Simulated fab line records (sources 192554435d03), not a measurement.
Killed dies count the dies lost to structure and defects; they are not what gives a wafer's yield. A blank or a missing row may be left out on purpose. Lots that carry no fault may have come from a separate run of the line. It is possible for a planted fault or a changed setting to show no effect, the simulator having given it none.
Matching of chambers -- flow n5-finfet -- 4 sister chambers for N5_STI_FIN_REVEAL_ALD_14 on ald-sin-02
The step deposits Si3N4, target thk 3 nm. 4 wafers are shown with their chamber, then 10 later ones without.

## WAFERS WITH THEIR CHAMBER
wafer,chamber,heater-power-w (W)
L085.4,1,866
L085.5,0,934
L090.1,2,848
L090.2,3,950

## WAFERS WITH NO CHAMBER GIVEN
wafer,heater-power-w (W)
L090.3,888
L092.1,946
L092.4,857
L092.5,846
L096.1,841
L096.2,965
L096.6,855
L097.1,836
L097.2,861
L097.4,855

## CHAMBER TAKEN BY EACH
wafer,from the rows above,in truth
L090.3,can't be placed: 1 or 2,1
L092.1,can't be placed: 3 or 0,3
L092.4,can't be placed: 1 or 2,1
L092.5,can't be placed: 2 or 1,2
L096.1,can't be placed: 2 or 1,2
L096.2,can't be placed: 3 or 0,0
L096.6,can't be placed: 2 or 1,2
L097.1,can't be placed: 2 or 1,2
L097.2,can't be placed: 1 or 2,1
L097.4,can't be placed: 2 or 1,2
Placed correctly: 0 of 10. Can't be placed from these rows: 10 (the true chamber is among the candidates in 10). Number placed wrongly: 0.
How it was worked out, from the rows above alone: a wafer's distance from a chamber is the root of the sum, over the readings, of the square of ((its reading less the chamber's mean) divided by the reading's scatter). The wafer belongs to the nearest chamber; if the next one is less than 2 further off, it can't be placed. A chamber's mean is the mean of its shown wafers. The scatter: with one shown wafer a chamber, the root of the mean of the squares of how far each hidden wafer lies from its nearest shown one.
